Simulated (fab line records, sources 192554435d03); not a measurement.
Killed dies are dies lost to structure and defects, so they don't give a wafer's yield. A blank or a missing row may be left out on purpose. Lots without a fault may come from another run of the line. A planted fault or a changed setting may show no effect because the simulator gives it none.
One fault seen from 2 desks | flow n5_finfet | each desk has only its own numbers; what lay behind them comes last

THE TOOL OWNER'S DESK: rie_diel-05
The tool's own readings at N5_MOL_CONTACT_COAG_ETCHBACK_136 (etches SiO2 in CHF3, target depth 25 nm, time 16.7 s): means of the sampled wafers that have a number, for each lot that ran on this tool. A lot is out of limits, marked OUT, if its mean lies more than 4 standard deviations from the usual mean; the brackets give that distance.
Columns: A = chamber_pressure_mTorr at N5_MOL_CONTACT_COAG_ETCHBACK_136, usual 30.003 mTorr; B = drypump_motor_current_A at N5_MOL_CONTACT_COAG_ETCHBACK_136, usual 5.5 A; C = oes_product_au at N5_MOL_CONTACT_COAG_ETCHBACK_136, usual 0.81 a.u.; D = rf_fwd_power_W at N5_MOL_CONTACT_COAG_ETCHBACK_136, usual 599 W; E = rf_vpp_V at N5_MOL_CONTACT_COAG_ETCHBACK_136, usual 522 V; F = showerhead_plenum_p_Torr at N5_MOL_CONTACT_COAG_ETCHBACK_136, usual 2.36 Torr; G = throttle_valve_pct at N5_MOL_CONTACT_COAG_ETCHBACK_136, usual 18.74 %
lot  | first seen here | A      | B   | C    | D   | E   | F    | G
L411 | day 6 03:25     | 30.031 | 5.2 | 0.81 | 598 | 504 | 2.31 | 18.78
L413 | day 6 08:48     | 30.016 | 6.1 | 0.70 | 604 | 520 | 2.37 | 18.87
L421 | day 8 15:11     | 30.006 | 5.5 | 1.02 | 599 | 528 | 2.37 | 18.68
This desk's finding: nothing out of limits on any of the 3 lots.

THE METROLOGY DESK
What the gauges read, lot by lot, whatever tool the lot ran on: means of the sampled wafers that have a number. A lot is out of limits, marked OUT, if its mean lies more than 4 standard deviations from the usual mean; the brackets give that distance. Of its 10 readings 7 are shown: those that lie furthest out on some lot.
Columns: A = DIBL_N at N5_BEOL_M4_RC_MEAS_101, usual 36.9 mV/V; B = DIBL_P at N5_BEOL_M4_RC_MEAS_101, usual 37.1 mV/V; C = IOFF_N at N5_BEOL_M4_RC_MEAS_101, usual 0.17 nA/um; D = IOFF_P at N5_BEOL_M4_RC_MEAS_101, usual 0.23 nA/um; E = SS_N at N5_BEOL_M4_RC_MEAS_101, usual 71.8 mV/dec; F = VT_N at N5_BEOL_M4_RC_MEAS_101, usual 250 mV; G = VT_P at N5_BEOL_M4_RC_MEAS_101, usual -249.7 mV
lot  | first seen here | A    | B    | C    | D    | E    | F   | G
L411 | day 8 12:47     | 35.0 | 34.5 | 0.14 | 0.18 | 70.9 | 251 | -251.9
L410 | day 8 13:13     | 40.1 | 42.5 | 0.26 | 0.32 | 72.3 | 243 | -245.5
L413 | day 9 03:45     | 39.5 | 39.5 | 0.20 | 0.29 | 71.8 | 247 | -245.2
L412 | day 9 05:56     | 35.9 | 35.7 | 0.15 | 0.20 | 72.1 | 253 | -250.8
L421 | day 11 10:51    | 36.8 | 37.4 | 0.15 | 0.23 | 71.8 | 254 | -251.8
L425 | day 12 03:23    | 38.5 | 39.3 | 0.21 | 0.26 | 72.0 | 247 | -248.1
L426 | day 12 15:34    | 36.6 | 36.7 | 0.16 | 0.19 | 71.6 | 250 | -251.5
L429 | day 13 11:34    | 34.5 | 34.0 | 0.15 | 0.21 | 71.7 | 250 | -248.1
L430 | day 13 14:06    | 36.0 | 35.0 | 0.16 | 0.20 | 71.5 | 249 | -251.8
This desk's finding: nothing out of limits on any of the 9 lots.

PUT TOGETHER
The tool owner's desk saw nothing out of limits.
The metrology desk saw nothing out of limits.

WHAT THE SIMULATOR HAD PUT IN
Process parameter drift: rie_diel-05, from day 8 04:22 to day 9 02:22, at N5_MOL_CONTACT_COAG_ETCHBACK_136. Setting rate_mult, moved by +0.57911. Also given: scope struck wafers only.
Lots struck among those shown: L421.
